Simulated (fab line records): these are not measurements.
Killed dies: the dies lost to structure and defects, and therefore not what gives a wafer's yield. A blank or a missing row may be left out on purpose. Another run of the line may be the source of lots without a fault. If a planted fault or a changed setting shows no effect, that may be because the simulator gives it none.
Matching of chambers ; flow n5Finfet ; N5_BEOL_M3_PRE_CLEAN_60 on cvdCo-01 has 3 sister chambers
The step time 15 s. 20 wafers are shown with their chamber, then 10 later ones without.

## WAFERS PAIRED WITH THEIR CHAMBERS
wafer;chamber;heaterPowerW (W)
L078.1;0;82
L078.3;2;89
L078.5;2;88
L077.2;0;82
L077.3;2;90
L077.4;1;68
L081.1;0;81
L081.5;0;83
L081.6;2;87
L085.2;2;88
L085.3;1;68
L085.6;1;66
L089.1;0;81
L089.3;1;68
L089.4;0;80
L092.1;1;71
L092.2;2;87
L092.5;2;87
L094.1;2;89
L094.2;0;82

SIGNATURES (means of the wafers above)
reading;chamber 0;chamber 1;chamber 2;scatter within a chamber
heaterPowerW;81.57;68.20;88.12;1.27
Rule: for each reading, subtract the chamber's mean from the wafer's reading, divide by that reading's scatter and square the result; add these up over the readings and take the root, which gives the wafer's distance from the chamber. The wafer belongs to the nearest chamber; if the next one is less than 2 further off, it can't be placed. The scatter is the square root of a quotient: the sum, over the shown wafers, of each reading's squared deviation from its chamber's mean, divided by wafers minus chambers.

## WAFERS WITHOUT THEIR CHAMBER
wafer;heaterPowerW (W)
L094.3;67
L094.4;89
L094.5;68
L094.6;81
L096.1;68
L096.4;83
L096.5;90
L097.2;81
L097.4;83
L097.5;90

## EACH ONE'S CHAMBER
wafer;from the rows above;in truth
L094.3;1;1
L094.4;2;2
L094.5;1;1
L094.6;0;0
L096.1;1;1
L096.4;0;0
L096.5;2;2
L097.2;0;0
L097.4;0;0
L097.5;2;2
Correct placement for 10 of the 10. Left unplaced by these rows: 0. Number placed wrongly: 0.
